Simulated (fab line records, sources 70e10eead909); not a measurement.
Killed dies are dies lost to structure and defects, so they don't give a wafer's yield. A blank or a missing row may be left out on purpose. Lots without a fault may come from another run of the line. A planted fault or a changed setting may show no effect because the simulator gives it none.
fab line records | flow nand_harc
record lots=24 wafers=72 last_day=33
route steps=1302 shown P_M0@272 P_M1@302 P_M2@338 P_BONDPAD@364
lots that met no fault: from a run of the same line without faults
start_h: hours from the record's first day to the start of the lot's first wafer shown | wait_h: hours since the lot's step before | " the same as in the row above | L1.1+2: a row that stands for several wafers | - no value, or no start given | * or withheld: withheld | < > ~ a bound
route shown NAME@n: a module of which the file shows steps, and the number in the route of the first | usual: mean/standard deviation of fault-free wafers | same: alike in all rows | chamber/n: place in a boat | sites: the reading at each site | _std_site: their standard deviation | _edge_site: outer sites' mean less inner sites' | radius_mm: how far each site lies from the wafer's centre | mask NAME#n: copy n | behind: the tool/chamber that last shaped the wafer | hold: why the lot was held/for how many hours/how that ended | device: the transistor (n, p or np) that didn't switch | end of line: the same wafers' tests at the end of the route | a step without rows: its recipe alone | killed: dies lost to structure and defects at the first sort, not the wafer's yield | map: a wafer's dies, x killed, . not, _ none there
set.NAME: the setting as run; set.NAME@STEP: as run at that earlier step | model.NAME: the simulator's own value behind a step, which no gauge read
steps of the route over a sample of lots; a table a step, a row a wafer
services: from which hour (start_h, from the record's first day; less than 0 if before it) a tool's chamber was out of use, for how many hours, and why
## steps
# step NHARC_P_M0_DEGAS_28
# recipe temp_c=250 time_s=60
# usual heater_power_w=325/27
# columns lot.wafer tool chamber start_h wait_h heater_power_w
L074.4 pvd_sputter-01 - 132.70 - 372
L074.1 " - " " 305
L074.6 " - " " 386
L075.2 pvd_sputter-03 - 133.82 - 319
L075.1 " - " " 307
L075.5 " - " " 320
L076.1 pvd_sputter-01 - 151.98 - 318
L076.3 " - " " 312
L076.2 " - " " 305
L078.2 pvd_sputter-01 - 165.31 - 324
L078.5 " - " " 316
L078.6 " - " " 374
L077.2 pvd_sputter-02 - 165.43 - 329
L077.1 " - " " 367
L077.5 " - " " 328
L079.1 pvd_sputter-01 - 178.19 - 312
L079.6 " - " " 320
L079.5 " - " " 387
L081.3 pvd_sputter-03 - 191.14 - 302
L081.2 " - " " 364
L081.6 " - " " 309
L080.4 pvd_sputter-01 - 193.57 - 324
L080.3 " - " " 316
L080.6 " - " " 329
L082.1 pvd_sputter-03 - 206.85 - 363
L082.2 " - " " 306
L082.6 " - " " 366
L083.2 pvd_sputter-03 - 213.86 - 308
L083.1 " - " " 358
L083.6 " - " " 308
L084.3 pvd_sputter-02 - 231.54 - 338
L084.4 " - " " 303
L084.5 " - " " 331
L085.4 pvd_sputter-02 - 238.08 - 322
L085.2 " - " " 330
L085.6 " - " " 360
L086.4 pvd_sputter-01 - 238.54 - 318
L086.3 " - " " 375
L086.6 " - " " 311
L087.4 pvd_sputter-02 - 264.58 - 325
L087.1 " - " " 310
L087.3 " - " " 347
L088.4 pvd_sputter-01 - 265.62 - 318
L088.3 " - " " 329
L088.1 " - " " 310
L089.3 pvd_sputter-03 - 269.76 - 365
L089.1 " - " " 283
L089.4 " - " " 297
L090.4 pvd_sputter-01 - 285.82 - 381
L090.1 " - " " 310
L090.3 " - " " 323
L091.3 pvd_sputter-02 - 295.80 - 326
L091.6 " - " " 324
L091.5 " - " " 327
L092.1 pvd_sputter-03 - 316.67 - 298
L092.2 " - " " 304
L092.5 " - " " 279
L093.1 pvd_sputter-02 - 320.96 - 303
L093.4 " - " " 326
L093.6 " - " " 331
L094.2 pvd_sputter-03 - 324.39 - 282
L094.1 " - " " 309
L094.5 " - " " 360
L095.1 pvd_sputter-02 - 339.65 - 331
L095.4 " - " " 303
L095.5 " - " " 317
L096.3 pvd_sputter-01 - 344.04 - 322
L096.2 " - " " 374
L096.4 " - " " 309
L097.3 pvd_sputter-02 - 348.48 - 319
L097.1 " - " " 320
L097.6 " - " " 299
# step NHARC_P_M0_CMP_23
# recipe t_overpolish_s=20 target_thk_nm=117.54
# usual motor_current_A=12.0/0.68 time_to_endpoint_s=29.8/2.8
# columns lot.wafer tool chamber start_h wait_h motor_current_A time_to_endpoint_s
L074.4 cmp-04 3 133.82 - 11.9 34.1
L074.1 " 0 " " 12.7 30.9
L074.6 " 3 " " 11.8 32.3
L075.1 cmp-02 0 134.93 - 11.7 30.9
L075.2 " 3 " " 11.8 30.2
L075.5 " 1 " " 12.9 25.0
L076.1 cmp-04 3 153.47 - 11.9 30.5
L076.2 " 0 " " 12.0 29.5
L076.3 " 1 " " 12.6 29.7
L078.2 cmp-02 1 166.51 - 12.9 28.6
L078.6 " 2 " " 11.6 32.4
L078.5 " 3 " " 12.5 31.6
L077.1 cmp-03 0 166.73 - 12.2 32.1
L077.2 " 1 " " 11.0 29.6
L077.5 " 0 " " 12.1 30.3
L079.1 cmp-03 3 179.31 - 11.3 30.5
L079.6 " 1 " " 11.7 30.8
L079.5 " 2 " " 11.1 28.0
L081.3 cmp-04 0 192.43 - 12.2 32.9
L081.2 " 2 " " 12.5 29.6
L081.6 " 1 " " 12.9 32.7
L080.4 cmp-02 1 194.66 - 12.2 27.6
L080.3 " 3 " " 12.6 34.2
L080.6 " 1 " " 12.4 28.6
L082.1 cmp-02 3 208.01 - 12.3 33.0
L082.2 " 0 " " 11.6 34.7
L082.6 " 2 " " 11.3 36.5
L083.2 cmp-04 2 214.94 - 11.9 30.2
L083.1 " 3 " " 11.9 31.9
L083.6 " 3 " " 12.1 34.9
L084.3 cmp-04 1 232.65 - 12.2 29.3
L084.4 " 2 " " 12.7 27.1
L084.5 " 0 " " 12.0 26.7
L085.2 cmp-02 3 239.20 - 12.5 30.9
L085.4 " 0 " " 11.5 33.3
L085.6 " 2 " " 10.6 35.4
L086.4 cmp-04 1 239.62 - 13.2 27.2
L086.3 " 2 " " 12.3 25.8
L086.6 " 1 " " 12.5 28.6
L087.4 cmp-02 1 265.76 - 12.3 27.1
L087.3 " 2 " " 11.3 33.4
L087.1 " 0 " " 11.3 31.6
L088.4 cmp-03 2 266.70 - 10.9 27.5
L088.3 " 3 " " 10.9 30.4
L088.1 " 1 " " 11.1 29.5
L089.3 cmp-04 0 270.84 - 12.0 28.4
L089.4 " 2 " " 12.4 26.3
L089.1 " 3 " " 12.5 29.3
L090.1 cmp-02 2 286.93 - 11.5 31.8
L090.3 " 3 " " 12.4 30.0
L090.4 " 0 " " 11.9 28.8
L091.3 cmp-03 3 296.98 - 11.9 27.8
L091.6 " 0 " " 12.5 28.3
L091.5 " 1 " " 11.3 24.2
L092.1 cmp-02 1 317.75 - 13.2 25.8
L092.2 " 2 " " 11.3 32.7
L092.5 " 2 " " 11.3 27.6
L093.1 cmp-03 0 322.09 - 12.3 28.9
L093.4 " 2 " " 11.1 26.9
L093.6 " 1 " " 11.8 27.8
L094.2 cmp-02 1 325.59 - 12.9 27.0
L094.1 " 2 " " 10.9 29.5
L094.5 " 0 " " 11.9 29.2
L095.1 cmp-04 2 340.82 - 12.1 26.5
L095.4 " 3 " " 11.6 34.1
L095.5 " 1 " " 12.8 29.0
L096.3 cmp-03 0 345.11 - 12.3 32.6
L096.4 " 1 " " 11.5 25.5
L096.2 " 3 " " 11.9 28.0
L097.1 cmp-03 3 349.56 - 11.3 26.4
L097.3 " 0 " " 11.7 27.4
L097.6 " 3 " " 11.1 28.7
# step NHARC_P_M1_STRIP_18
# recipe power_w=1000 n2_flow_sccm=150 h2_flow_sccm=150 ar_flow_sccm=0 bias_w=0 chemistry=N2/H2
# usual drypump_motor_current_A=5.9/0.38 oes_product_au=1.002/0.013 rf_vpp_V=90.6/0.88 showerhead_plenum_p_Torr=2.05/0.084 throttle_valve_pct=14.171/0.0085
# columns lot.wafer tool chamber start_h wait_h drypump_motor_current_A oes_product_au rf_hours_counter_h rf_vpp_V showerhead_plenum_p_Torr throttle_valve_pct
L074.1 rie_diel-10 1 136.12 0.1 5.4 0.999 4 91.1 2.18 14.182
L074.4 " 2 " " 5.9 0.998 4 91.2 2.02 14.176
L074.6 " 0 " " 6.2 0.983 - 90.4 1.97 14.172
L075.2 rie_diel-03 2 137.36 0.1 6.6 0.997 1 91.0 2.05 14.155
L075.1 " 1 " " 6.0 0.980 1 90.3 1.99 14.168
L075.5 " 2 " " 6.6 0.997 - 90.9 2.05 14.177
L076.3 rie_diel-03 2 155.73 0.1 6.6 0.994 2 90.5 2.05 14.166
L076.1 " 3 " " 5.5 1.011 2 90.3 2.12 14.169
L076.2 " 0 " " 5.7 1.029 2 90.5 2.11 14.193
L078.2 rie_diel-03 3 168.74 0.1 5.4 0.996 3 90.9 2.12 14.182
L078.5 " 2 " " 6.6 0.984 - 90.2 2.05 14.186
L078.6 " 3 " " 5.5 1.004 - 91.5 2.12 14.163
L077.2 rie_diel-10 1 169.25 0.1 5.4 1.008 6 91.4 2.18 14.164
L077.1 " 2 " " 5.9 1.005 6 90.8 2.02 14.176
L077.5 " 0 " " 6.2 0.996 - 89.1 1.97 14.187
L079.1 rie_diel-10 0 181.64 0.1 6.2 0.981 7 89.9 1.97 14.182
L079.6 " 1 " " 5.4 1.008 - 90.8 2.18 14.167
L079.5 " 2 " " 5.9 0.996 - 89.7 2.02 14.164
L081.2 rie_diel-10 0 194.84 0.1 6.2 0.985 8 90.2 1.97 14.146
L081.3 " 1 " " 5.5 1.015 8 91.1 2.18 14.165
L081.6 " 0 " " 6.2 0.988 - 90.8 1.97 14.167
L080.4 rie_diel-04 2 197.05 0.1 5.9 0.997 2 90.0 1.90 14.184
L080.3 " 3 " " 6.3 1.013 2 90.3 1.91 14.178
L080.6 " 2 " " 5.9 1.000 - 91.0 1.90 14.176
L082.1 rie_diel-10 0 210.39 0.1 6.2 0.994 8 88.5 1.97 14.164
L082.2 " 2 " " 5.9 0.985 9 89.2 2.02 14.173
L082.6 " 0 " " 6.2 0.985 - 90.7 1.97 14.161
L083.2 rie_diel-04 3 217.29 0.1 6.2 1.012 10 89.8 1.90 14.167
L083.1 " 1 " " 5.7 0.995 10 90.2 1.93 14.165
L083.6 " 2 " " 5.9 1.008 - 90.0 1.90 14.165
L084.4 rie_diel-03 3 235.19 0.1 5.5 1.002 9 91.5 2.12 14.169
L084.3 " 0 " " 5.7 1.024 9 91.4 2.11 14.166
L084.5 " 3 " " 5.5 1.005 - 91.7 2.12 14.173
L085.4 rie_diel-03 0 241.57 0.1 5.7 1.014 9 91.2 2.11 14.170
L085.2 " 1 " " 5.9 1.005 8 89.5 1.99 14.172
L085.6 " 3 " " 5.4 1.023 - 89.8 2.12 14.169
L086.3 rie_diel-03 1 242.08 0.1 5.9 0.996 8 89.1 1.99 14.178
L086.4 " 0 " " 5.7 1.003 9 91.4 2.11 14.190
L086.6 " 1 " " 5.9 0.995 - 89.6 1.99 14.180
L087.1 rie_diel-03 2 268.19 0.1 6.6 0.994 12 91.1 2.05 14.184
L087.4 " 0 " " 5.7 1.017 12 90.6 2.11 14.160
L087.3 " 1 " " 5.9 0.995 11 91.4 1.99 14.168
L088.3 rie_diel-04 1 269.13 0.1 5.7 0.990 27 90.6 1.92 14.174
L088.1 " 2 " " 5.9 0.987 27 90.0 1.89 14.166
L088.4 " 0 " " 5.7 1.003 27 88.9 2.00 14.176
L089.1 rie_diel-03 2 273.65 0.1 6.6 0.997 13 90.7 2.05 14.190
L089.3 " 3 " " 5.5 1.018 13 91.6 2.12 14.158
L089.4 " 1 " " 5.9 1.006 12 91.1 1.99 14.182
L090.3 rie_diel-10 1 289.20 0.1 5.5 1.011 4 90.9 2.18 14.163
L090.1 " 2 " " 5.9 1.016 3 90.9 2.01 14.187
L090.4 " 3 " " 5.8 1.019 3 91.4 2.15 14.160
L091.3 rie_diel-03 2 299.22 0.1 6.6 0.997 1 90.4 2.05 14.165
L091.6 " 1 " " 5.9 1.000 - 89.2 1.99 14.176
L091.5 " 2 " " 6.6 0.992 - 91.5 2.05 14.173
L092.2 rie_diel-04 0 320.20 0.1 5.7 1.010 43 89.7 2.00 14.166
L092.1 " 2 " " 5.9 0.995 44 88.7 1.89 14.172
L092.5 " 3 " " 6.2 1.001 - 89.4 1.89 14.178
L093.1 rie_diel-03 3 324.42 0.1 5.5 0.980 3 91.9 2.11 14.177
L093.4 " 0 " " 5.7 1.009 3 91.9 2.11 14.176
L093.6 " 0 " " 5.7 1.016 - 89.4 2.11 14.177
L094.1 rie_diel-10 1 327.98 0.1 5.4 1.012 7 92.4 2.18 14.165
L094.2 " 3 " " 5.8 0.996 6 91.9 2.15 14.171
L094.5 " 1 " " 5.4 1.023 - 90.9 2.18 14.182
L095.4 rie_diel-03 1 343.10 0.1 5.9 1.000 5 90.1 1.99 14.176
L095.1 " 2 " " 6.6 1.012 4 90.6 2.05 14.182
L095.5 " 1 " " 5.9 1.007 - 91.1 1.99 14.164
L096.4 rie_diel-03 1 347.69 0.1 5.9 1.008 5 89.4 1.99 14.155
L096.3 " 3 " " 5.4 0.983 5 91.4 2.11 14.175
L096.2 " 0 " " 5.7 1.015 5 89.1 2.11 14.173
L097.3 rie_diel-03 1 352.03 0.1 5.9 0.993 6 89.1 1.99 14.163
L097.1 " 2 " " 6.6 0.996 6 88.9 2.05 14.166
L097.6 " 0 " " 5.7 1.011 - 93.5 2.11 14.164
# step NHARC_P_M2_DEGAS_29
# recipe temp_c=250 time_s=60
# usual heater_power_w=322/26
# columns lot.wafer tool chamber start_h wait_h heater_power_w
L074.4 pvd_sputter-01 - 140.92 - 317
L074.1 " - " " 314
L074.6 " - " " 298
L075.1 pvd_sputter-02 - 142.46 - 326
L075.2 " - " " 332
L075.5 " - " " 338
L076.3 pvd_sputter-01 - 160.52 - 379
L076.2 " - " " 310
L076.1 " - " " 319
L078.2 pvd_sputter-01 - 173.55 - 324
L078.6 " - " " 376
L078.5 " - " " 309
L077.1 pvd_sputter-02 - 174.19 - 302
L077.2 " - " " 330
L077.5 " - " " 328
L079.1 pvd_sputter-03 - 186.50 - 301
L079.5 " - " " 366
L079.6 " - " " 289
L081.3 pvd_sputter-02 - 199.59 - 337
L081.2 " - " " 332
L081.6 " - " " 307
L080.3 pvd_sputter-03 - 201.93 - 363
L080.4 " - " " 280
L080.6 " - " " 310
L082.2 pvd_sputter-03 - 215.28 - 302
L082.1 " - " " 315
L082.6 " - " " 302
L083.2 pvd_sputter-03 - 222.12 - 314
L083.1 " - " " 291
L083.6 " - " " 300
L084.4 pvd_sputter-03 - 239.93 - 367
L084.3 " - " " 281
L084.5 " - " " 363
L085.2 pvd_sputter-01 - 246.33 - 317
L085.4 " - " " 373
L085.6 " - " " 310
L086.4 pvd_sputter-03 - 246.94 - 310
L086.3 " - " " 282
L086.6 " - " " 306
L087.3 pvd_sputter-03 - 273.18 - 308
L087.4 " - " " 303
L087.1 " - " " 363
L088.3 pvd_sputter-03 - 274.26 - 293
L088.4 " - " " 311
L088.1 " - " " 370
L089.3 pvd_sputter-01 - 278.70 - 315
L089.1 " - " " 303
L089.4 " - " " 313
L090.1 pvd_sputter-02 - 293.92 - 309
L090.3 " - " " 325
L090.4 " - " " 323
L091.3 pvd_sputter-01 - 304.06 - 384
L091.5 " - " " 317
L091.6 " - " " 325
L092.2 pvd_sputter-02 - 325.09 - 309
L092.1 " - " " 326
L092.5 " - " " 311
L093.4 pvd_sputter-02 - 329.24 - 324
L093.1 " - " " 311
L093.6 " - " " 319
L094.1 pvd_sputter-02 - 332.74 - 306
L094.2 " - " " 307
L094.5 " - " " 312
L095.4 pvd_sputter-02 - 348.03 - 337
L095.1 " - " " 322
L095.5 " - " " 322
L096.3 pvd_sputter-01 - 352.46 - 303
L096.4 " - " " 311
L096.2 " - " " 317
L097.3 pvd_sputter-02 - 356.75 - 310
L097.1 " - " " 303
L097.6 " - " " 318
# step NHARC_P_BONDPAD_CD_MEAS_09
# recipe target_cd_nm=500 landing_energy_ev=500
# usual cd_nm=499.6/2.7
# columns lot.wafer tool chamber start_h wait_h cd_nm
L074.1 cd_sem-01 0 144.30 - 502.3
L074.4 " 0 " " 500.1
L074.6 " 0 " " 496.1
L075.1 cd_sem-03 0 145.77 - 500.7
L075.2 " 0 " " 499.6
L075.5 " 0 " " 503.9
L076.1 cd_sem-03 0 163.86 - 502.1
L076.2 " 0 " " 500.2
L076.3 " 0 " " 503.1
L078.2 cd_sem-02 0 176.75 - 497.9
L078.5 " 0 " " 503.3
L078.6 " 0 " " 500.9
L077.1 cd_sem-02 0 177.39 - 502.1
L077.2 " 0 " " 501.0
L077.5 " 0 " " 500.5
L079.1 cd_sem-02 0 189.92 - 503.3
L079.5 " 0 " " 501.3
L079.6 " 0 " " 502.9
L081.2 cd_sem-02 0 203.15 - 495.9
L081.3 " 0 " " 497.4
L081.6 " 0 " " 495.4
L080.3 cd_sem-02 0 205.40 - 499.1
L080.4 " 0 " " 492.3
L080.6 " 0 " " 494.7
L082.1 cd_sem-01 0 218.79 - 500.5
L082.2 " 0 " " 502.9
L082.6 " 0 " " 495.3
L083.1 cd_sem-03 0 225.31 - 502.4
L083.2 " 0 " " 498.4
L083.6 " 0 " " 500.5
L084.3 cd_sem-03 0 243.30 - 498.4
L084.4 " 0 " " 496.8
L084.5 " 0 " " 503.0
L085.2 cd_sem-01 0 249.66 - 497.7
L085.4 " 0 " " 499.8
L085.6 " 0 " " 505.5
L086.3 cd_sem-02 0 250.29 - 497.4
L086.4 " 0 " " 497.2
L086.6 " 0 " " 496.9
L087.1 cd_sem-02 0 276.52 - 503.7
L087.3 " 0 " " 503.5
L087.4 " 0 " " 504.3
L088.1 cd_sem-01 0 277.57 - 499.9
L088.3 " 0 " " 500.8
L088.4 " 0 " " 495.7
L089.1 cd_sem-02 0 282.06 - 498.8
L089.3 " 0 " " 499.3
L089.4 " 0 " " 503.0
L090.1 cd_sem-03 0 297.30 - 502.7
L090.3 " 0 " " 501.9
L090.4 " 0 " " 502.1
L091.3 cd_sem-02 0 307.40 - 500.7
L091.5 " 0 " " 496.4
L091.6 " 0 " " 501.5
L092.1 cd_sem-02 0 328.39 - 499.9
L092.2 " 0 " " 501.0
L092.5 " 0 " " 501.2
L093.1 cd_sem-02 0 332.71 - 498.7
L093.4 " 0 " " 500.3
L093.6 " 0 " " 498.8
L094.1 cd_sem-02 0 336.09 - 500.6
L094.2 " 0 " " 505.1
L094.5 " 0 " " 498.8
L095.1 cd_sem-01 0 351.24 - 497.9
L095.4 " 0 " " 499.6
L095.5 " 0 " " 494.6
L096.2 cd_sem-02 0 355.80 - 497.2
L096.3 " 0 " " 502.0
L096.4 " 0 " " 496.4
L097.1 cd_sem-02 0 360.08 - 499.0
L097.3 " 0 " " 499.7
L097.6 " 0 " " 503.4
# step NHARC_P_BONDPAD_CD_MEAS_13
# usual cd_nm=499.1/2.9
# columns lot.wafer tool chamber start_h wait_h cd_nm
L074.1 cd_sem-02 - 144.83 - 502.0
L074.4 " - " " 500.5
L074.6 " - " " 495.8
L075.1 cd_sem-03 - 146.29 - 501.1
L075.2 " - " " 499.0
L075.5 " - " " 503.8
L076.1 cd_sem-01 - 164.39 - 502.4
L076.2 " - " " 498.7
L076.3 " - " " 503.8
L078.2 cd_sem-03 - 177.28 - 498.2
L078.5 " - " " 503.2
L078.6 " - " " 500.5
L077.1 cd_sem-03 - 177.92 - 501.0
L077.2 " - " " 502.5
L077.5 " - " " 502.1
L079.1 cd_sem-01 - 190.44 - 503.8
L079.5 " - " " 500.9
L079.6 " - " " 503.6
L081.2 cd_sem-01 - 203.68 - 495.5
L081.3 " - " " 497.6
L081.6 " - " " 494.7
L080.3 cd_sem-03 - 205.92 - 500.0
L080.4 " - " " 492.7
L080.6 " - " " 495.3
L082.1 cd_sem-03 - 219.36 - 499.7
L082.2 " - " " 501.9
L082.6 " - " " 494.1
L083.1 cd_sem-02 - 225.88 - 500.3
L083.2 " - " " 498.6
L083.6 " - " " 500.2
L084.3 cd_sem-03 - 243.82 - 497.2
L084.4 " - " " 497.2
L084.5 " - " " 503.1
L085.2 cd_sem-03 - 250.19 - 495.7
L085.4 " - " " 498.9
L085.6 " - " " 504.3
L086.3 cd_sem-03 - 250.82 - 497.4
L086.4 " - " " 497.0
L086.6 " - " " 496.4
L087.1 cd_sem-01 - 277.09 - 502.2
L087.3 " - " " 503.4
L087.4 " - " " 503.9
L088.1 cd_sem-03 - 278.15 - 499.5
L088.3 " - " " 500.0
L088.4 " - " " 496.0
L089.1 cd_sem-02 - 282.59 - 498.0
L089.3 " - " " 499.9
L089.4 " - " " 502.1
L090.1 cd_sem-01 - 297.88 - 501.9
L090.3 " - " " 500.3
L090.4 " - " " 501.5
L091.3 cd_sem-03 - 307.93 - 502.3
L091.5 " - " " 495.2
L091.6 " - " " 500.9
L092.1 cd_sem-01 - 328.96 - 497.9
L092.2 " - " " 500.5
L092.5 " - " " 499.7
L093.1 cd_sem-01 - 333.28 - 496.9
L093.4 " - " " 498.8
L093.6 " - " " 497.4
L094.1 cd_sem-01 - 336.66 - 501.5
L094.2 " - " " 503.6
L094.5 " - " " 499.0
L095.1 cd_sem-03 - 351.77 - 496.8
L095.4 " - " " 499.6
L095.5 " - " " 493.8
L096.2 cd_sem-01 - 356.34 - 496.6
L096.3 " - " " 502.9
L096.4 " - " " 495.7
L097.1 cd_sem-02 - 360.61 - 499.4
L097.3 " - " " 501.8
L097.6 " - " " 503.6
## services
# columns tool chamber start_h hours kind
pvd_sputter-03 - 112.36 5.6 repair
cmp-04 - 120.11 4.0 pm
rie_diel-10 2 127.95 7.4 repair
cmp-02 - 136.05 4.0 pm
pvd_sputter-02 - 157.18 0.9 repair
cmp-03 - 162.00 4.0 pm
pvd_sputter-03 - 170.08 10.0 pm
pvd_sputter-01 - 212.40 9.8 repair
cmp-04 - 218.11 4.0 pm
pvd_sputter-01 - 226.00 10.0 pm
cmp-02 - 234.05 4.0 pm
pvd_sputter-02 - 239.30 0.6 repair
rie_diel-10 - 242.50 9.0 pm
cmp-03 - 260.00 4.0 pm
cmp-02 - 262.00 1.5 repair
cmp-03 - 264.35 1.9 repair
rie_diel-03 - 281.42 9.0 pm
pvd_sputter-02 - 282.00 10.0 pm
cmp-02 - 287.80 0.8 repair
cmp-03 - 288.71 0.5 repair
pvd_sputter-03 - 297.75 0.8 repair
cmp-04 - 316.11 4.0 pm
cmp-02 - 332.05 4.0 pm
pvd_sputter-03 - 348.08 10.0 pm
## key
fault none
